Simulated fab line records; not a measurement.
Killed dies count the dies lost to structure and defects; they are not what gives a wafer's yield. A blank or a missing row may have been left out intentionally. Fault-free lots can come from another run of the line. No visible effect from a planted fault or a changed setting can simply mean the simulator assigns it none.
Problem report in the 8D (eight disciplines) form, filled by code / flow n5 finfet / the parts of the form that need people (team, actions taken, sign-off) are left out

1. THE ISSUE
Wafers without a fault read 165.3 s, standard deviation 0.58; run length s at N5_BEOL_M7_CVD_78 reads a mean of 234.0 s on 3 wafers belonging to 2 lots. So: +99 or more standard deviations from the usual mean.
The step: deposits Co from CCTBA/H2, target thk 2 nm, time 142.3 s.
Earliest sighting: wafer L481.4 on cvd co-01 at day 12 10:19. At this step, 32 wafers from 11 lots have a number in the record. Rule for "out", or "out of limits": more than 4 standard deviations from the usual mean. All remaining wafers that have a number are taken as sound.

2. WHAT IT IS, AND WHAT IT ISN'T
question=which readings at this step | is=run length s | is not=-
question=which lots | is=L481, L483 | is not=L471, L472, L473, L475, L478, L485, L489, L491, L492
question=which wafers of those lots | is=L481.4, L481.6, L483.4 | is not=L483.3, L483.5
question=read on which tools | is=cvd co-01 | is not=cvd co-02
question=when | is=from day 12 10:19 | is not=up to then (15 sound wafers); but 14 sound wafers of L483, L485, L489, L491, L492 came after

3. WHAT RULES OUT EACH SUSPECT
Counting: a tool at a process step up to the reading stays a suspect if it ran every lot that is out. Sound lots after the first of them don't rule it out here, since some wafers of a struck lot are sound.
- cvd co-01 at N5_BEOL_M7_CVD_78 (deposits Co from CCTBA/H2, target thk 2 nm, time 142.3 s): kept. It processed each lot that is out (first: L481, day 12 10:19); up to then, its last sound lot is L478 (day 11 16:52). Its own run length s readings are out on those wafers.
The count leaves cvd co-01 at N5_BEOL_M7_CVD_78.

4. THE CAUSE (what the simulator had put in)
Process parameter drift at N5_BEOL_M7_CVD_78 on cvd co-01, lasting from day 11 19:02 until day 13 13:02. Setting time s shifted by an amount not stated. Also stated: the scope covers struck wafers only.
Counting left only this tool.

5. THE EFFECT CHAIN, in route order
One row per reading whose mean, taken over the struck wafers that have a number, lies over 3 standard deviations from the usual. Only readings for which the record gives a usual standard deviation are gone through. hours: the time from each lot's start at the first step in this table that gives one to its start at this step, as a median over the lots. sigmas: the change in usual standard deviations.
hours=0; step=N5_BEOL_M7_CVD_78; reading=run length s; usual=165.3 s; on struck wafers=234.0; change=+68.7; sigmas=+99 or more
The process steps in it:
- N5_BEOL_M7_CVD_78: deposits Co from CCTBA/H2, target thk 2 nm, time 142.3 s.

6. HOW IT WOULD HAVE BEEN CAUGHT EARLIER
The fault began at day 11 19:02; the first out-of-limits reading in this record came at day 12 10:19, 15 hours later.
